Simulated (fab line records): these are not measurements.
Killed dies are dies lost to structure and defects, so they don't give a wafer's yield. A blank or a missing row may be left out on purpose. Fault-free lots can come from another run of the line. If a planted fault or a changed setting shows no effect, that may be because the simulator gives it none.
Problem report, 8D (eight disciplines) form, completed by code    flow n5-finfet    the parts of the form that need people (team, actions taken, sign-off) are left out

== 1. THE ISSUE ==
Wafers without a fault read 3.0, standard deviation 2.4; killed-at-other at N5_PASSIVATION_PROBE_49 reads a mean of 95.0 on 5 wafers belonging to 2 lots. That is +38 standard deviations from the usual mean.
First seen on wafer L762.2, day 17 20:28, on prober-02. At this step, 5 wafers from 2 lots have a number in the record. By rule, "out" or "out of limits" means more than 4 standard deviations away from the usual mean. Any other wafer with a number is counted as sound.

== 2. WHAT IT IS, AND WHAT IT ISN'T ==
question                     is                      is not
which readings at this step  killed-at-other         killed_at_M0_to_M3, killed_at_M4_up, killed-at-contacts, killed-at-front-end, killed-short, sort_bin_6_memory, sort_bin_8_speed
which lots                   L762, L767              -
which wafers of those lots   all that have a number  -
read on which tools          prober-02               -
when                         from day 17 20:28       up to then (0 sound wafers)

== 3. THE SUSPECTS, EACH WITH WHAT RULES IT OUT ==
Counting: a tool stays on the suspect list if, at a process step up to the reading, it processed all lots that are out and no sound lot following the first of them.
- pvd-sputter-01 at N5_PASSIVATION_SPUTTER_20 (material TaN, target thk 50 nm): kept. It ran every lot that is out, first L762 (day 17 14:51), and no sound lot after that.
- prober-02 at N5_PASSIVATION_PROBE_49: kept. It ran every lot that is out, first L762 (day 17 20:28), and no sound lot after that. On those wafers its own readings are out: killed-at-other.
Left after counting: pvd-sputter-01 at N5_PASSIVATION_SPUTTER_20, prober-02 at N5_PASSIVATION_PROBE_49.

== 4. THE CAUSE (what the simulator had put in) ==
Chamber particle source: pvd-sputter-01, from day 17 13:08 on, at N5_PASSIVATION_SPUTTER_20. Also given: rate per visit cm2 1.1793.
2 suspects survive the count, and this tool is in that group.

== 5. THE CHAIN OF EFFECTS, in route order ==
Each row: a reading where the mean over the struck wafers with a number is more than 3 standard deviations away from the usual. Only readings for which the record gives a usual standard deviation are gone through. hours: the time from each lot's start at the first step in this table that gives one to its start at this step, as a median over the lots. sigmas: the change in usual standard deviations.
hours  step                     reading               usual   on struck wafers  change  sigmas
0      N5_PASSIVATION_PROBE_49  defect-limited-yield  91.3 %  85.2              -6.1    -4.3
0      N5_PASSIVATION_PROBE_49  killed-at-other       3.0     95.0              +92.0   +38
0      N5_PASSIVATION_PROBE_49  killed-dies           103     174               +71     +4.2
0      N5_PASSIVATION_PROBE_49  sort_bin_5_function   5.1 %   8.9               +3.8    +3.9
0      N5_PASSIVATION_PROBE_49  sort-n-pass           1077    1006              -71     -4.2
0      N5_PASSIVATION_PROBE_49  sort-yield-pct        91.2 %  85.2              -6.0    -4.3
Here are the process steps it includes:
- N5_PASSIVATION_PROBE_49

== 6. HOW IT WOULD HAVE BEEN CAUGHT EARLIER ==
In this record no reading fell out of limits until day 17 20:28, 7 hours after the fault had begun at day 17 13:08.
Tool readings at N5_PASSIVATION_SPUTTER_20 with a usual standard deviation given in the record: none out on any struck wafer, hence no alarm at a limit of 4 standard deviations on them.
Of the lots that are out (2), L767 began N5_PASSIVATION_SPUTTER_20 on pvd-sputter-01 after day 17 20:28. A hold on the tool at that time would have spared it.
